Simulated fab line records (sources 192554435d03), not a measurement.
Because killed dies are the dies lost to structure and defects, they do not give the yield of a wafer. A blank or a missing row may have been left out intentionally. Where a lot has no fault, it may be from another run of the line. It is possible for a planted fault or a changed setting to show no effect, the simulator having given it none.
Matching of chambers ; flow n5 finfet ; cmp-02 running N5_ILD0_CMP_03: 4 sister chambers
The step polishes, stops on SiNx, t overpolish 1.9 s, target thk 197.38 nm. 16 wafers are shown with their chamber, then 8 later ones without.

WAFERS WITH THEIR CHAMBER
wafer;chamber;motor current A (A);edge zone pressure frac;overpolish run s (s)
L568.3;1;9.8;0.999;1.902
L568.4;0;13.5;1.014;1.893
L568.6;0;13.1;1.006;1.895
L570.2;3;14.0;1.001;1.917
L570.4;2;11.7;0.998;1.921
L570.5;3;13.0;0.998;1.893
L573.1;3;13.6;0.997;1.908
L573.3;1;10.2;0.994;1.899
L573.6;3;13.8;0.990;1.913
L574.2;2;12.2;1.000;1.903
L574.3;0;13.7;0.998;1.889
L574.5;1;11.1;1.000;1.902
L575.1;3;13.6;0.995;1.903
L575.4;2;11.8;1.001;1.903
L575.5;1;10.5;0.998;1.904
L576.2;2;12.3;0.999;1.883

SIGNATURES (averages over the wafers above)
reading;chamber 0;chamber 1;chamber 2;chamber 3;scatter within a chamber
motor current A;13.433;10.400;12.000;13.600;0.399
edge zone pressure frac;1.00600;0.99775;0.99950;0.99620;0.00429
overpolish run s;1.89233;1.90175;1.90250;1.90680;0.00959
Rule: a wafer lies at a distance from a chamber equal to the root of the sum of squares, over the readings, of (its reading less the chamber's mean, divided by the reading's scatter). If the next closest chamber is less than 2 further off than the closest, the wafer can't be placed; otherwise it belongs to the closest. The scatter: the root of (the sum of the squares of (reading less its chamber's mean) over the shown wafers, divided by (wafers less chambers)).

WAFERS WITH NO CHAMBER GIVEN
wafer;motor current A (A);edge zone pressure frac;overpolish run s (s)
L576.4;14.6;0.995;1.877
L576.6;13.6;0.999;1.894
L579.2;12.4;1.000;1.906
L579.4;14.2;1.002;1.910
L579.5;12.9;0.994;1.895
L585.1;12.7;0.994;1.901
L585.4;13.9;1.001;1.887
L585.5;10.6;1.001;1.903

EACH ONE'S CHAMBER
wafer;from the rows above;in truth
L576.4;can't be placed: 3 or 0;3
L576.6;can't be placed: 3 or 0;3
L579.2;2;2
L579.4;can't be placed: 3 or 0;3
L579.5;can't be placed: 3 or 2 or 0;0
L585.1;can't be placed: 2 or 3 or 0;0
L585.4;can't be placed: 0 or 3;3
L585.5;1;1
2 of 8 placed correctly. These rows do not allow placing 6 (true chamber among the candidates in 6). Number placed wrongly: 0.
